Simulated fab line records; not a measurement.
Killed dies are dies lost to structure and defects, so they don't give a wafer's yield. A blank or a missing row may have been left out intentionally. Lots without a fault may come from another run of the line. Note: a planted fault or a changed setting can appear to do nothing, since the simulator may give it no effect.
One fault through the eyes of 2 desks + flow n5 finfet + each desk holds nothing but its own numbers, with what lay behind them at the end

## THE METROLOGY DESK
What the gauges read, lot by lot, whatever tool the lot ran on: means of the sampled wafers that have a number. A lot is out of limits, marked OUT, if its mean lies more than 4 standard deviations from the usual mean; the brackets give that distance.
Columns: A = cd nm at N5_BEOL_M9_CD_MEAS_11, usual 63.6 nm
| lot  | first seen here | A    |
|------|-----------------|------|
| L880 | day 9 15:40     | 63.3 |
| L882 | day 10 21:30    | 64.0 |
| L885 | day 11 04:52    | 63.7 |
| L883 | day 11 07:37    | 63.3 |
| L884 | day 11 08:35    | 64.2 |
| L886 | day 11 20:10    | 63.0 |
| L887 | day 12 10:07    | 63.9 |
| L891 | day 12 23:16    | 64.0 |
| L893 | day 13 02:38    | 64.5 |
| L899 | day 14 21:08    | 63.5 |
| L901 | day 15 04:35    | 63.7 |
This desk found nothing out of limits on any of the 11 lots.

## FOR THE TOOL OWNER'S DESK: rie diel-01
The tool's own readings at N5_BEOL_M9_ETCH_61 (etches SiARC in CF4, target depth 39 nm, time 65 s): means of the sampled wafers that have a number, for each lot that ran on this tool. A lot is out of limits, marked OUT, if its mean lies more than 4 standard deviations from the usual mean; the brackets give that distance.
Columns: A = drypump motor current A at N5_BEOL_M9_ETCH_61, usual 5.8 A; B = etch rf on time s at N5_BEOL_M9_ETCH_61, usual 64.6 s; C = mfc ar sccm at N5_BEOL_M9_ETCH_61, usual 100.0 sccm; D = oes product au at N5_BEOL_M9_ETCH_61, usual 0.68 a.u.; E = rf vpp V at N5_BEOL_M9_ETCH_61, usual 184.1 V; F = showerhead plenum p Torr at N5_BEOL_M9_ETCH_61, usual 2.15 Torr; G = throttle valve pct at N5_BEOL_M9_ETCH_61, usual 15.6 %
| lot  | first seen here | A   | B               | C     | D    | E     | F    | G    |
|------|-----------------|-----|-----------------|-------|------|-------|------|------|
| L885 | day 11 04:59    | 5.4 | 63.7            | 100.3 | 0.75 | 183.9 | 2.13 | 15.3 |
| L884 | day 11 08:49    | 5.4 | 62.9            | 99.6  | 0.72 | 184.2 | 2.15 | 15.5 |
| L886 | day 11 20:18    | 5.4 | 63.4            | 99.9  | 0.71 | 184.3 | 2.15 | 15.5 |
| L891 | day 12 23:23    | 5.2 | 56.1 (-4.2) OUT | 100.2 | 0.71 | 184.9 | 2.17 | 15.8 |
| L893 | day 13 02:47    | 5.8 | 48.5 (-8.1) OUT | 100.2 | 0.91 | 183.8 | 2.12 | 15.5 |
Finding of this desk: L891, L893 out of limits; the first was L891 at day 12 23:23, on etch rf on time s at N5_BEOL_M9_ETCH_61. L885, L884, L886 stayed within limits.

## BROUGHT TOGETHER
At day 12 23:23, on L891, L893, the tool owner's desk was in a position to raise an alarm.
Nothing out of limits was seen by the metrology desk.
The metrology desk holds a record of L891, L893, inside its limits.
Of the lots named, all ran N5_BEOL_M9_ETCH_61 on rie diel-01.

## WHAT HAD BEEN PUT IN BY THE SIMULATOR
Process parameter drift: rie diel-01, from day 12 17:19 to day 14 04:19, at N5_BEOL_M9_ETCH_61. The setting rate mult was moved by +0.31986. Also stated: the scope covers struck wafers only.
Shown lots that were struck: L891, L893.
Delay in hours, fault start to first out-of-limits reading, by desk: the tool owner's desk at 6.
